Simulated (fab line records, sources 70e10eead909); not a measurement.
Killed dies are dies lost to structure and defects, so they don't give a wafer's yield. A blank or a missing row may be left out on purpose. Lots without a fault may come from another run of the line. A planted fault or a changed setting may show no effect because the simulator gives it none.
Chamber matching | flow nand_harc | NHARC_A_CONTACT_ETCH_92 on rie_diel-11: 4 sister chambers
The step etches the open film in CH3F/O2, target depth 40 nm, time 85.7 s. 4 wafers are shown with their chamber, then 7 later ones without.

WAFERS WITH THEIR CHAMBER
wafer  | chamber | showerhead_plenum_p_Torr (Torr)
L304.4 | 3       | 2.55
L308.5 | 0       | 2.60
L312.2 | 2       | 2.53
L312.4 | 1       | 2.36

WAFERS WITHOUT THEIR CHAMBER
wafer  | showerhead_plenum_p_Torr (Torr)
L312.5 | 2.53
L317.1 | 2.54
L317.4 | 2.36
L317.5 | 2.54
L323.1 | 2.53
L323.3 | 2.54
L323.6 | 2.35

WHICH CHAMBER EACH WENT THROUGH
wafer  | from the rows above     | in truth
L312.5 | 2                       | 2
L317.1 | can't be placed: 3 or 2 | 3
L317.4 | 1                       | 1
L317.5 | can't be placed: 3 or 2 | 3
L323.1 | 2                       | 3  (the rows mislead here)
L323.3 | can't be placed: 3 or 2 | 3
L323.6 | 1                       | 1
Placed correctly: 3 of 7. Can't be placed from these rows: 3 (the true chamber is among the candidates in 3). Placed wrongly: 1.
How it was worked out, from the rows above alone: a wafer's distance from a chamber is the root of the sum, over the readings, of the square of ((its reading less the chamber's mean) divided by the reading's scatter). The wafer belongs to the nearest chamber; if the next one is less than 2 further off, it can't be placed. A chamber's mean is the mean of its shown wafers. The scatter: with one shown wafer a chamber, the root of the mean of the squares of how far each hidden wafer lies from its nearest shown one.
